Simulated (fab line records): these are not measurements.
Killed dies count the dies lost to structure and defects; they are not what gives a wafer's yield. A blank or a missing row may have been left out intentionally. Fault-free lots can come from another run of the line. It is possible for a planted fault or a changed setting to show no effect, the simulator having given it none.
Which tool is to blame? / flow n5-finfet / Sampling: 7 lots, 21 wafers, 3 of 1938 route steps

WHAT THE GAUGES READ, wafer by wafer
N5_PASSIVATION_OVL_MEAS_60.
lot=L769; measured=day 12 05:40; on=overlay-02; TV_OVL (nm)=8 3 -1
lot=L772; measured=day 12 23:55; on=overlay-02; TV_OVL (nm)=- - -
lot=L777; measured=day 14 00:49; on=overlay-02; TV_OVL (nm)=6 -2 3
lot=L781; measured=day 15 06:02; on=overlay-01; TV_OVL (nm)=-4 -4 -6
lot=L785; measured=day 16 02:23; on=overlay-02; TV_OVL (nm)=6 -6 2
lot=L786; measured=day 17 02:08; on=overlay-02; TV_OVL (nm)=6 4 9
lot=L790; measured=day 18 05:29; on=overlay-02; TV_OVL (nm)=9 -1 -8

TOOL THAT RAN EACH LOT (tool first, then ch and the chambers of the sampled wafers, then the start)
lot=L769; N5_PASSIVATION_PECVD_55=pecvd-01 ch 0,1, day 12 05:14; N5_PASSIVATION_EXPOSE_07=krf-scanner-01 ch 0, day 12 05:28
lot=L772; N5_PASSIVATION_PECVD_55=pecvd-01 ch 1,2, day 12 21:36; N5_PASSIVATION_EXPOSE_07=krf-scanner-01, day 12 23:43
lot=L777; N5_PASSIVATION_PECVD_55=pecvd-01 ch 0,1,2, day 14 00:23; N5_PASSIVATION_EXPOSE_07=krf-scanner-02 ch 0, day 14 00:36
lot=L781; N5_PASSIVATION_PECVD_55=pecvd-01 ch 0,1,2, day 15 05:17; N5_PASSIVATION_EXPOSE_07=krf-scanner-01 ch 0, day 15 05:50
lot=L785; N5_PASSIVATION_PECVD_55=pecvd-04 ch 1,2, day 16 00:38; N5_PASSIVATION_EXPOSE_07=krf-scanner-02 ch 0, day 16 02:11
lot=L786; N5_PASSIVATION_PECVD_55=pecvd-04 ch 0,2, day 17 01:23; N5_PASSIVATION_EXPOSE_07=krf-scanner-01 ch 0, day 17 01:56
lot=L790; N5_PASSIVATION_PECVD_55=pecvd-03 ch 0,1,2, day 18 04:55; N5_PASSIVATION_EXPOSE_07=krf-scanner-01 ch 0, day 18 05:17
- N5_PASSIVATION_PECVD_55: deposits SiO2 from SiH4/N2O, target thk 400 nm, time 22.5 s.
- N5_PASSIVATION_EXPOSE_07: exposes mask TV, defocus 0 nm, target cd 3000 nm.

THE ANSWER, worked out from the rows above alone
Rule: the usual values come from the lots themselves. Put in order of their means at a reading, lots are off if they are a third of the lots or fewer, leave a main group of 4 or more, and stand apart from it by a gap of 3 or more times the standard deviation of the main group's means; of several such gaps the widest counts. A main group whose means are all the same, to the digits that the tables above print for the reading, isn't used. A lot without any number at a reading at which 4 lots or more have one is off too. All remaining lots with rows at the step are treated as sound.
Off: L772, at N5_PASSIVATION_OVL_MEAS_60 (TV_OVL). Without a number there: L772. The main group: mean 1 nm, standard deviation 3.4.
If a tool, at a process step before that reading, ran all the lots that are off and no sound lot after the first of them, it fits. The gauges at N5_PASSIVATION_OVL_MEAS_60 are tried like those tools. Of those tried, none fits.

WHAT THE SIMULATOR HAD PUT IN
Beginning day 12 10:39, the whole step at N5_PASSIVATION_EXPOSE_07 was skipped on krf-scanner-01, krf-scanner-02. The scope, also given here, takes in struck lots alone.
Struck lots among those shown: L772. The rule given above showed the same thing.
